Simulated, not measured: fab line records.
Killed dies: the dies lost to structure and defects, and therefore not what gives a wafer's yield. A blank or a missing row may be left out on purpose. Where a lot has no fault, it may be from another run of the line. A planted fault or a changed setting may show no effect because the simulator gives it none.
One fault through the eyes of 2 desks / flow nandHarc / each desk has only its own numbers; what lay behind them comes last

FROM THE METROLOGY DESK
Lot by lot, what the gauges showed, no matter which tool ran the lot: averages of those sampled wafers that carry a number. Marked OUT: a lot whose mean sits more than 4 standard deviations from the usual mean, which makes it out of limits; the brackets give that distance.
Columns: A = cdNm at NHARC_A_M0_CD_MEAS_09, usual 80.0 nm; B = overlayXNm at NHARC_A_M0_OVL_MEAS_10, usual -0.2 nm; C = overlayYNm at NHARC_A_M0_OVL_MEAS_10, usual 0.0 nm
lot=L770; first seen here=day 25 22:34; A=80.6; B=-1.0; C=-0.8
lot=L772; first seen here=day 26 08:26; A=79.3; B=0.4; C=-0.1
lot=L777; first seen here=day 28 07:40; A=79.6; B=0.9; C=0.2
lot=L778; first seen here=day 28 23:47; A=80.3; B=0.5; C=-1.7
lot=L780; first seen here=day 30 06:00; A=79.8; B=-0.3; C=1.0
lot=L783; first seen here=day 31 06:47; A=80.5; B=-0.0; C=-0.2
Result from this desk: across the 6 lots, nothing is out of limits.

THE DEFECT DESK
What the inspections along the route counted, lot by lot: means of the sampled wafers that have a number. Marked OUT: a lot whose mean sits more than 4 standard deviations from the usual mean, which makes it out of limits; the brackets give that distance.
Columns: A = rawDefectCount at NHARC_A_BLC_INSPECT_28, usual 507; B = rawDefectCount at NHARC_A_M0_INSPECT_11, usual 83
lot=L770; first seen here=day 25 21:40; A=569; B=868 (+27) OUT
lot=L772; first seen here=day 26 07:39; A=527; B=868 (+27) OUT
lot=L777; first seen here=day 28 06:20; A=462; B=71
lot=L778; first seen here=day 28 22:53; A=541; B=72
lot=L780; first seen here=day 30 05:05; A=754; B=68
lot=L783; first seen here=day 31 05:52; A=519; B=125
Finding of this desk: L770, L772 out of limits; the first was L770 at day 25 22:41, on rawDefectCount at NHARC_A_M0_INSPECT_11. In limits: L777, L778, L780, L783.

PUT TOGETHER
The defect desk could have raised an alarm at day 25 22:41, on L770, L772.
Nothing out of limits was seen by the metrology desk.
The metrology desk has L770, L772 on record, within its limits.
The lots listed all ran NHARC_A_M0_DEP_00 on pecvd-03.

WHAT THE SIMULATOR PUT IN
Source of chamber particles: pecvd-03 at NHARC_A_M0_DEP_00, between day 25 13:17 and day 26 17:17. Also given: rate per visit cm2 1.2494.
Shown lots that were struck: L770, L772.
Hours from the fault's start to each desk's first reading out of limits: the defect desk, 9.
